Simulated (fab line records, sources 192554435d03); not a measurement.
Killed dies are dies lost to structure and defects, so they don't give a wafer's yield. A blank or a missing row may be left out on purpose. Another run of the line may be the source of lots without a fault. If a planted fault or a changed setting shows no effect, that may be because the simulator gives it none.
What tool caused it? ; flow n5Finfet ; 10 lots, 30 wafers sampled, at 2 steps of a route of 1938

WHAT THE GAUGES READ, wafer by wafer
N5_MIM_BOT_LITHO_OVL_MEAS_11.
lot;measured;on;MIM_BOT_OVL (nm)
L763;day 11 18:20;overlay-02;5 6 6
L764;day 12 13:42;overlay-01;7 8 1
L767;day 12 21:00;overlay-02;10 6 3
L773;day 15 02:35;overlay-02;-1 8 0
L777;day 15 03:06;overlay-01;1 7 2
L774;day 15 03:49;overlay-01;9 2 1
L775;day 15 09:50;overlay-02;0 -1 2
L779;day 16 05:43;overlay-01;-2 4 -5
L782;day 16 12:58;overlay-02;-5 0 3
L786;day 17 07:50;overlay-01;5 1 -1

TOOL THAT RAN EACH LOT (tool first, then ch and the chambers of the sampled wafers, then the start)
lot;N5_MIM_TOP_ETCH_PECVD_03
L763;pecvd-04 ch 0,2, day 11 17:58
L764;pecvd-04 ch 0,1, day 12 13:19
L767;pecvd-02 ch 0,1,2, day 12 20:29
L773;pecvd-02 ch 0,1,2, day 15 02:04
L777;pecvd-01 ch 0,2, day 15 02:43
L774;pecvd-01 ch 0,2, day 15 03:24
L775;pecvd-02 ch 0,1,2, day 15 09:26
L779;pecvd-01 ch 0,1,2, day 16 05:14
L782;pecvd-04 ch 0,1, day 16 12:28
L786;pecvd-01 ch 0,1, day 17 07:27
- N5_MIM_TOP_ETCH_PECVD_03: deposits SiNx from SiH4/NH3/N2, target thk 20 nm, time 17.6 s.

WHAT THE TOOLS THEMSELVES READ (means of the sampled wafers that have a number; where no wafer has one, the mark that the record gives instead)
N5_MIM_TOP_ETCH_PECVD_03.
lot;tool;heaterPowerW (W);showerheadPlenumPTorr (Torr);throttleValvePct (%)
L763;pecvd-04;640;5.13;39.1
L764;pecvd-04;752;5.12;38.2
L767;pecvd-02;722;5.16;40.2
L773;pecvd-02;727;5.16;40.3
L777;pecvd-01;729;5.20;38.3
L774;pecvd-01;804;5.10;37.5
L775;pecvd-02;706;5.16;40.3
L779;pecvd-01;822;5.17;39.7
L782;pecvd-04;709;5.12;38.3
L786;pecvd-01;742;5.24;41.9

THE ANSWER, worked out from the rows above alone
Rule: the usual values come from the lots themselves. The widest of any qualifying gaps counts: lots, ordered by their means at a reading, are off when they make up no more than a third of the lots, leave a main group of 4 or more, and stand apart from it by 3 or more times the standard deviation of that group's means. A main group whose means are all the same, to the digits that the tables above print for the reading, isn't used. Also off: a lot with no number at a reading for which 4 or more lots have one. The other lots that the step has rows for count as sound. Order of review: gauges by route order, followed by the tools' own readings, for which a lot's mean as printed above is used. At the first step where some lot is off, the reading lying furthest off is the one used; lots without a number count as furthest.
No lot is off at any reading shown: from this, nothing can be told.

WHAT THE SIMULATOR PUT IN
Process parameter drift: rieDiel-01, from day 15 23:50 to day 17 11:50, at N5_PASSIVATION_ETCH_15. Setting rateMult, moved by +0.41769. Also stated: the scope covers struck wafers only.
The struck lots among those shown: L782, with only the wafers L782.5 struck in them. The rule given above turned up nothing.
